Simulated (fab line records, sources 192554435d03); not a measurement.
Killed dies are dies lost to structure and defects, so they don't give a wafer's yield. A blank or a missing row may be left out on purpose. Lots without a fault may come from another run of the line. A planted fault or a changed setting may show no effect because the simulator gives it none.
A struck lot beside a sound one | flow n5_finfet | 37 steps out of a route of 1938
Sound: wafers L748.1, L748.2, L748.3. Struck: wafers L738.4, L738.5, L738.6. The cause comes at the end.
At each step with rows: each side's tool, then ch and its chambers, then its first start. Under that, the readings that differ: sound wafers | struck wafers | difference of the means | sigmas: that difference in standard deviations of wafers without a fault.
alike: readings whose means differ by less than 2 such deviations, and words and numbers that are the same on both sides. not compared: withheld readings, readings that some wafer has no value for, bounds like >300 that may hide the same value, and numbers for which the record gives no deviation and whose values overlap.
The two part at a step that has a row with sigmas, a row that says differs or no value, or rows on one side only. Numbers that don't overlap but have no deviation are shown without sigmas and don't part them. A reading that every wafer of one side lacks parts them only if that side has two wafers or more.

first, 9 steps without rows for these wafers: N5_BEOL_M4_ANNEAL_95 (time 240 s); N5_BEOL_M4_SPUTTER_96 (material Cu, target thk 4.5 nm, time 8.29 s); N5_BEOL_M4_ECD_50 (material Cu, target thk 300 nm); N5_BEOL_M4_ANNEAL_51 (time 90 s); N5_BEOL_M4_CMP_52 (polishes, stops on SiOC, t overpolish 6.8 s, target thk 40 nm); N5_BEOL_M4_PRE_CLEAN_60 (time 15 s); N5_BEOL_M4_CO_CAP_55 (material Co, precursor CCTBA/H2, target thk 2 nm, time 102.1 s); N5_BEOL_M4_PRE_CLEAN_56 (time 15 s); N5_BEOL_M4_DEP_57 (deposits SiCN from 3MS/NH3, target thk 8 nm, time 14 s).
N5_BEOL_M4_RC_MEAS_101:
  sound on prober-01 ch 0, day 12 03:27; struck on prober-02 ch 0, day 10 08:14
  alike: DIBL_N, DIBL_P, IOFF_N, IOFF_P, ION_N, ION_P, SS_N, SS_P, VT_N, VT_P
then, 24 steps without rows for these wafers: N5_BEOL_M5_ILD_DEP_00 (deposits SiCOH lowk from DEMS/porogen, target thk 140.64 nm, time 25.9 s); N5_BEOL_M5_CURE_79 (cures SiCOH lowk, time 240 s); N5_BEOL_M5_PECVD_70 (deposits SiO2 from TEOS/O2, target thk 16 nm, time 18 s); N5_BEOL_M5_HM_DEP_02 (deposits TiN, target thk 20 nm); N5_BEOL_M5_COAT_59 (time 60 s, resist thk 60 nm); N5_BEOL_M5_COAT_60 (time 60 s, resist thk 12 nm); N5_BEOL_M5_COAT_71 (time 60 s, resist thk 5 nm); N5_BEOL_M5_COAT_05 (resist thk 30 nm); N5_BEOL_M5_EBR_07; N5_BEOL_M5_SOFTBAKE_06 (time 60 s); N5_BEOL_M5_EXPOSE_08 (exposes mask M5, target cd 28 nm); N5_BEOL_M5_PEB_09 (peb time 60 s); N5_BEOL_M5_DEVELOP_10 (develop time 30 s); N5_BEOL_M5_DESCUM_16 (chemistry O2, time 7 s); N5_BEOL_M5_ETCH_72 (etches underlayer in N2/H2, target depth 6.5 nm, time 5.2 s); N5_BEOL_M5_ETCH_61 (etches SiARC in CF4, target depth 15.6 nm, time 26 s); N5_BEOL_M5_ETCH_62 (etches SOC in N2/H2, target depth 75 nm, overetch 15 nm, time 112.5 s); N5_BEOL_M5_STRIP_63 (strips in N2/H2); N5_BEOL_M5_STRIP_73 (strips in N2/H2); N5_BEOL_M5_STRIP_64 (strips in CF4); N5_BEOL_M5_HM_OPEN_17 (chemistry Cl2/BCl3, target TiN, target depth 20 nm, overetch 6 nm); N5_BEOL_M5_STRIP_19 (strips in O2); N5_BEOL_M5_COAT_65 (time 60 s, resist thk 60 nm); N5_BEOL_M5_COAT_66 (time 60 s, resist thk 12 nm).
N5_BEOL_M9_CVD_78: deposits Co from CCTBA/H2, target thk 2 nm, time 138.9 s.
  sound on cvd_co-02 ch 0,1,2, day 14 00:44; struck on cvd_co-02 ch 0,1,2, day 12 02:59
  no value came back on the struck wafers for chamber_pressure_Torr (Torr), run_length_s (s), since_wet_clean_h (h); on the sound wafers chamber_pressure_Torr (Torr) reads 30.10 30.02 30.02
N5_BEOL_M9_CMP_52: polishes, stops on SiCOH lowk, t overpolish 7 s, target thk 140 nm.
  sound on cmp-01 ch 1,2,3, day 14 01:24; struck on cmp-02 ch 0,1, day 12 03:50
  reading                      | sound          | struck         | difference | sigmas
  barrier_field_endpoint_s (s) | 28.8 28.0 28.2 | 26.7 26.9 27.1 | -1.4       | -2
  alike: clearing_platen_rpm, motor_current_A
  not compared: pad_life_wafers
-- the record jumps here: 3 days lie between the struck wafers' starts before and after (it left off in module BEOL_M9 and takes up again in module PASSIVATION, whose first step shown is number 1936 of the route) --
N5_PASSIVATION_PROBE_49:
  sound on prober-02, day 16 09:47; struck on prober-01, day 14 19:26
  reading                  | sound          | struck         | difference | sigmas
  defect_limited_yield (%) | 92.4 92.5 91.8 | 18.7 19.2 18.8 | -73.3      | -49
  killed_at_M4_up          | 10 7 5         | 905 881 905    | +890       | +99 or more
  killed_dies              | 90 88 97       | 959 953 958    | +865       | +51
  killed_on_rim            | 12 11 11       | 145 124 75     | +103       | +25
  sort_bin_5_function (%)  | 3.7 4.2 5.0    | 70.1 68.2 69.8 | +65.1      | +66
  sort_bin_6_memory (%)    | 3.8 2.6 2.8    | 11.2 11.8 11.1 | +8.3       | +12
  sort_n_pass              | 1090 1092 1083 | 221 227 222    | -865       | -51
  sort_yield_pct (%)       | 92.4 92.5 91.8 | 18.7 19.2 18.8 | -73.3      | -49
  alike: killed_at_M0_to_M3, killed_at_contacts, killed_at_front_end, killed_at_other, killed_open, killed_short

WHERE THEY PART
First at N5_BEOL_M9_CVD_78; last, within this record, at N5_PASSIVATION_PROBE_49.

WHY: what the simulator had put in
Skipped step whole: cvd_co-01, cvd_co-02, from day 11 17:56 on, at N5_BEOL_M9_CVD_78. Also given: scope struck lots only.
